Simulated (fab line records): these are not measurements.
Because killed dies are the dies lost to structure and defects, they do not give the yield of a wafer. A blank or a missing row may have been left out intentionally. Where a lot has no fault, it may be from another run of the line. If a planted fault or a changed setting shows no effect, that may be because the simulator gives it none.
Chamber matching :: flow nand-harc :: rie-diel-13 running NHARC_P_M2_DESCUM_14: 4 sister chambers
The step chemistry O2, time 3 s. 14 wafers are shown with their chamber, then 7 later ones without.

## WAFERS, EACH WITH ITS CHAMBER
wafer: L884.1
chamber: 2
drypump-motor-current-A (A): 5.9
showerhead-plenum-p-Torr (Torr): 1.83
rf-vpp-V (V): 58.7

wafer: L884.3
chamber: 1
drypump-motor-current-A (A): 6.6
showerhead-plenum-p-Torr (Torr): 1.90
rf-vpp-V (V): 58.8

wafer: L884.6
chamber: 3
drypump-motor-current-A (A): 6.2
showerhead-plenum-p-Torr (Torr): 1.89
rf-vpp-V (V): 56.0

wafer: L886.1
chamber: 0
drypump-motor-current-A (A): 5.7
showerhead-plenum-p-Torr (Torr): 1.92
rf-vpp-V (V): 58.4

wafer: L886.2
chamber: 3
drypump-motor-current-A (A): 6.2
showerhead-plenum-p-Torr (Torr): 1.89
rf-vpp-V (V): 56.8

wafer: L886.4
chamber: 1
drypump-motor-current-A (A): 6.6
showerhead-plenum-p-Torr (Torr): 1.89
rf-vpp-V (V): 57.9

wafer: L887.1
chamber: 0
drypump-motor-current-A (A): 5.7
showerhead-plenum-p-Torr (Torr): 1.92
rf-vpp-V (V): 57.6

wafer: L887.2
chamber: 1
drypump-motor-current-A (A): 6.6
showerhead-plenum-p-Torr (Torr): 1.89
rf-vpp-V (V): 57.4

wafer: L887.5
chamber: 0
drypump-motor-current-A (A): 5.7
showerhead-plenum-p-Torr (Torr): 1.92
rf-vpp-V (V): 57.5

wafer: L888.1
chamber: 1
drypump-motor-current-A (A): 6.6
showerhead-plenum-p-Torr (Torr): 1.89
rf-vpp-V (V): 59.1

wafer: L888.3
chamber: 0
drypump-motor-current-A (A): 5.7
showerhead-plenum-p-Torr (Torr): 1.92
rf-vpp-V (V): 58.0

wafer: L888.6
chamber: 2
drypump-motor-current-A (A): 5.9
showerhead-plenum-p-Torr (Torr): 1.82
rf-vpp-V (V): 58.5

wafer: L889.1
chamber: 1
drypump-motor-current-A (A): 6.6
showerhead-plenum-p-Torr (Torr): 1.89
rf-vpp-V (V): 58.5

wafer: L889.5
chamber: 2
drypump-motor-current-A (A): 5.8
showerhead-plenum-p-Torr (Torr): 1.82
rf-vpp-V (V): 56.3

SIGNATURES, as means of the wafers listed above
reading: drypump-motor-current-A
chamber 0: 5.700
chamber 1: 6.600
chamber 2: 5.867
chamber 3: 6.200
scatter within a chamber: 0.0258

reading: showerhead-plenum-p-Torr
chamber 0: 1.9200
chamber 1: 1.8920
chamber 2: 1.8233
chamber 3: 1.8900
scatter within a chamber: 0.00383

reading: rf-vpp-V
chamber 0: 57.875
chamber 1: 58.340
chamber 2: 57.833
chamber 3: 56.400
scatter within a chamber: 0.792
Rule: for a wafer and a chamber, the distance is found by dividing, reading by reading, the gap between the wafer's reading and the chamber's mean by the reading's scatter, squaring, summing and taking the root. The wafer belongs to the nearest chamber; if the next one is less than 2 further off, it can't be placed. The scatter is the square root of a quotient: the sum, over the shown wafers, of each reading's squared deviation from its chamber's mean, divided by wafers minus chambers.

## WAFERS WITH NO CHAMBER GIVEN
wafer: L889.6
drypump-motor-current-A (A): 6.2
showerhead-plenum-p-Torr (Torr): 1.88
rf-vpp-V (V): 56.3

wafer: L890.1
drypump-motor-current-A (A): 5.7
showerhead-plenum-p-Torr (Torr): 1.92
rf-vpp-V (V): 58.4

wafer: L890.2
drypump-motor-current-A (A): 5.9
showerhead-plenum-p-Torr (Torr): 1.82
rf-vpp-V (V): 56.3

wafer: L890.4
drypump-motor-current-A (A): 6.2
showerhead-plenum-p-Torr (Torr): 1.88
rf-vpp-V (V): 56.9

wafer: L895.1
drypump-motor-current-A (A): 5.7
showerhead-plenum-p-Torr (Torr): 1.92
rf-vpp-V (V): 58.4

wafer: L895.3
drypump-motor-current-A (A): 5.9
showerhead-plenum-p-Torr (Torr): 1.82
rf-vpp-V (V): 58.7

wafer: L895.5
drypump-motor-current-A (A): 5.8
showerhead-plenum-p-Torr (Torr): 1.82
rf-vpp-V (V): 56.5

## EACH ONE'S CHAMBER
wafer: L889.6
from the rows above: 3
in truth: 3

wafer: L890.1
from the rows above: 0
in truth: 0

wafer: L890.2
from the rows above: 2
in truth: 2

wafer: L890.4
from the rows above: 3
in truth: 3

wafer: L895.1
from the rows above: 0
in truth: 0

wafer: L895.3
from the rows above: 2
in truth: 2

wafer: L895.5
from the rows above: 2
in truth: 2
Placed correctly: 7 of 7. Can't be placed from these rows: 0. 0 placed wrongly.
